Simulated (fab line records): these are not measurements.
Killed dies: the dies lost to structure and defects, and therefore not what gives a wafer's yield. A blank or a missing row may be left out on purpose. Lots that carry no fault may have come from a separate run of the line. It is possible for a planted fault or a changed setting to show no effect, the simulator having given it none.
Matching of chambers	flow n5_finfet	N5_PASSIVATION_DESCUM_46 on rie_diel-04 has 4 sister chambers
The step chemistry O2, time 7.9 s. 14 wafers are shown with their chamber, then 7 later ones without.

== WAFERS PAIRED WITH THEIR CHAMBERS ==
wafer	chamber	showerhead_plenum_p_Torr (Torr)	drypump_motor_current_A (A)	throttle_valve_pct (%)
L075.1	1	2.07	5.4	20.42
L075.5	2	2.11	5.4	20.00
L075.6	3	2.02	6.2	20.31
L078.1	2	2.11	5.5	19.99
L078.5	2	2.11	5.4	20.00
L078.6	1	2.07	5.4	20.41
L077.3	0	2.13	6.2	20.26
L077.4	3	2.02	6.1	20.31
L077.6	1	2.07	5.5	20.44
L079.2	0	2.12	6.2	20.28
L079.4	3	2.02	6.1	20.33
L079.6	2	2.11	5.5	20.00
L086.2	1	2.06	5.4	20.12
L086.5	1	2.06	5.4	20.11

SIGNATURES, as means of the wafers listed above
reading	chamber 0	chamber 1	chamber 2	chamber 3	scatter within a chamber
showerhead_plenum_p_Torr	2.1250	2.0660	2.1100	2.0200	0.00412
drypump_motor_current_A	6.200	5.420	5.450	6.133	0.0497
throttle_valve_pct	20.2700	20.3000	19.9975	20.3167	0.107
Rule: distance of a wafer from a chamber = root of the sum over the readings of ((wafer's reading minus chamber's mean) / reading's scatter) squared. The wafer belongs to the nearest chamber; if the next one is less than 2 further off, it can't be placed. How the scatter is found: for the shown wafers, subtract from each reading the mean of its chamber, square and add these, divide the total by (wafers less chambers), then take the root.

== WAFERS WITHOUT THEIR CHAMBER ==
wafer	showerhead_plenum_p_Torr (Torr)	drypump_motor_current_A (A)	throttle_valve_pct (%)
L086.6	2.01	6.2	20.34
L092.3	2.06	5.4	20.12
L092.4	2.12	6.2	20.29
L092.5	2.11	6.2	20.30
L097.1	2.06	5.4	20.12
L097.2	2.10	5.5	19.63
L097.6	2.00	6.2	20.39

== WHICH CHAMBER EACH ONE RAN IN ==
wafer	from the rows above	in truth
L086.6	3	3
L092.3	1	1
L092.4	0	0
L092.5	0	0
L097.1	1	1
L097.2	2	2
L097.6	3	3
Correct placement for 7 of the 7. From these rows, 0 cannot be placed. Number placed wrongly: 0.
